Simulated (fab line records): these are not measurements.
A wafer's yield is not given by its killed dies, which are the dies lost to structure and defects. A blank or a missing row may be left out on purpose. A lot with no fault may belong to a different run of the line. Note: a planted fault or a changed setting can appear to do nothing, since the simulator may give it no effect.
Split-lot experiment    flow n5Finfet    route with 1938 steps; 7 lots, 21 wafers read

== THE SPLIT ==
At N5_SD_EPI_N_ETCH_16 (etches SiO2 in CHF3/O2, target depth 5 nm), the setting targetDepthA was moved away from the recipe's 50 angstrom on 5 of the 21 wafers read, by -9.3% to -3.6%. This setting was run at the recipe's value on the other wafers.

The reading comes from the split's own step.

== THE READING ==
etch.depthNm (the simulator's own value, which no gauge read), in nm, at N5_SD_EPI_N_ETCH_16 (etches SiO2 in CHF3/O2, target depth 5 nm). There is no usual value for it anywhere in the file. Average 5.048 nm, standard deviation 0.055 nm, over the 16 wafers here run with the recipe.

wafer   tool, chamber at the split  targetDepthA as run, angstrom  against the recipe  etch.depthNm, nm  against lot-mates on the recipe
L074.1  rieDiel-06, 1               50                             recipe              5.046             -
L074.2  rieDiel-06, 0               50                             recipe              4.973             -
L074.6  rieDiel-06, 1               50                             recipe              5.044             -
L076.1  rieDiel-04, 2               50                             recipe              4.977             -
L076.3  rieDiel-04, 1               50                             recipe              5.008             -
L076.6  rieDiel-04, 1               48.19                          -3.6%               4.838             -0.154
L079.2  rieDiel-01, 0               50                             recipe              5.101             -
L079.4  rieDiel-01, 1               45.34                          -9.3%               4.643             -0.487
L079.6  rieDiel-01, 1               50                             recipe              5.158             -
L081.3  rieDiel-01, 2               50                             recipe              5.152             -
L081.4  rieDiel-01, 0               50                             recipe              5.104             -
L081.6  rieDiel-01, 0               50                             recipe              5.071             -
L094.1  rieDiel-04, 3               50                             recipe              5.053             -
L094.3  rieDiel-04, 2               50                             recipe              5.008             -
L094.6  rieDiel-04, 3               46.88                          -6.2%               4.654             -0.377
L095.1  rieDiel-06, 0               47.7                           -4.6%               4.73              -0.319
L095.4  rieDiel-06, 3               47.7                           -4.6%               4.749             -0.300
L095.5  rieDiel-06, 2               50                             recipe              5.049             -
L097.1  rieDiel-01, 2               50                             recipe              5.017             -
L097.2  rieDiel-01, 1               50                             recipe              5.007             -
L097.5  rieDiel-01, 2               50                             recipe              4.995             -

THE FIT
A straight line over all 21 wafers: etch.depthNm changes by +0.0534 nm for each +1% of targetDepthA; r = +0.92; the points scatter about the line by 0.06 nm.
The same after taking each lot's own level away (the mean of its wafers on the recipe; 21 wafers): +0.0565 nm for each +1%; r = +0.98; scatter 0.032 nm.
On that fit, the largest move of targetDepthA shifts the reading by 0.53 nm.
From 4.9925 to 5.1295 nm: that is the span of the lots' own levels, equal to 2.5 times the standard deviation above.
Hence the lot-to-lot level has little effect on the slope; both slopes agree.
Check: with one of the wafers moved furthest among these (-9.3%) left out of the fit, the line predicts -0.569 nm for it against its lot-mates. It came out at -0.487 nm against them.

== OTHER SPLITS ON THESE WAFERS ==
These wafers also went through other splits before the reading. Each is held against what the fit with the lots' levels taken away leaves over:
other split on the same wafers       wafers away from the commonest value  r with etch.depthNm (lot level and that fit taken away)
N5_FIN_SAQP_PECVD_06 timeS           9                                     -0.11
N5_FIN_CUT_COAT_29 spinRpm           2                                     -0.04
N5_DUMMY_GATE_ETCH_37 sourceW        8                                     -0.11
N5_DUMMY_GATE_ETCH_31 targetDepthA   9                                     -0.04
N5_SD_EPI_N_DEVELOP_08 developTimeS  8                                     +0.18

== THE FILE'S OWN FIT ==
etch.depthNm changes by +0.0554 nm for each +1% of targetDepthA, r = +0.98.
